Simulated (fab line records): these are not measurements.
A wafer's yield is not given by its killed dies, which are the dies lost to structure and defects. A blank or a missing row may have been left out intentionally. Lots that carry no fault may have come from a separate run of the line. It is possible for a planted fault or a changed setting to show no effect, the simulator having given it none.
Matching of chambers || flow n5-finfet || ald-sin-01 running N5_SPACER0_ALD_07: 4 sister chambers
The step deposits SiNx, target thk 2 nm. 8 wafers are shown with their chamber, then 7 later ones without.

WAFERS, EACH WITH ITS CHAMBER
{"wafer": "L080.5", "chamber": 2, "heater-power-w (W)": 865}
{"wafer": "L081.2", "chamber": 2, "heater-power-w (W)": 841}
{"wafer": "L081.3", "chamber": 3, "heater-power-w (W)": 929}
{"wafer": "L085.1", "chamber": 1, "heater-power-w (W)": 763}
{"wafer": "L085.2", "chamber": 0, "heater-power-w (W)": 857}
{"wafer": "L085.5", "chamber": 0, "heater-power-w (W)": 876}
{"wafer": "L087.2", "chamber": 3, "heater-power-w (W)": 946}
{"wafer": "L087.3", "chamber": 1, "heater-power-w (W)": 752}

WAFERS MISSING THEIR CHAMBER
{"wafer": "L087.4", "heater-power-w (W)": 854}
{"wafer": "L089.2", "heater-power-w (W)": 889}
{"wafer": "L089.3", "heater-power-w (W)": 836}
{"wafer": "L089.6", "heater-power-w (W)": 930}
{"wafer": "L095.2", "heater-power-w (W)": 750}
{"wafer": "L095.3", "heater-power-w (W)": 926}
{"wafer": "L095.5", "heater-power-w (W)": 749}

WHICH CHAMBER EACH WENT THROUGH
{"wafer": "L087.4", "from the rows above": "can't be placed: 2 or 0", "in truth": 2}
{"wafer": "L089.2", "from the rows above": "can't be placed: 0 or 2", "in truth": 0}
{"wafer": "L089.3", "from the rows above": "can't be placed: 2 or 0", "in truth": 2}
{"wafer": "L089.6", "from the rows above": 3, "in truth": 3}
{"wafer": "L095.2", "from the rows above": 1, "in truth": 1}
{"wafer": "L095.3", "from the rows above": 3, "in truth": 3}
{"wafer": "L095.5", "from the rows above": 1, "in truth": 1}
Correct placement for 4 of the 7. Not placeable from these rows: 3 (in 3, the candidates include the true chamber). Wrongly placed: 0.
How it was worked out, from the rows above alone: a wafer's distance from a chamber is the root of the sum, over the readings, of the square of ((its reading less the chamber's mean) divided by the reading's scatter). If the next closest chamber is less than 2 further off than the closest, the wafer can't be placed; otherwise it belongs to the closest. For every chamber, the mean is computed from those of its wafers that are shown. How the scatter is found: for the shown wafers, subtract from each reading the mean of its chamber, square and add these, divide the total by (wafers less chambers), then take the root.
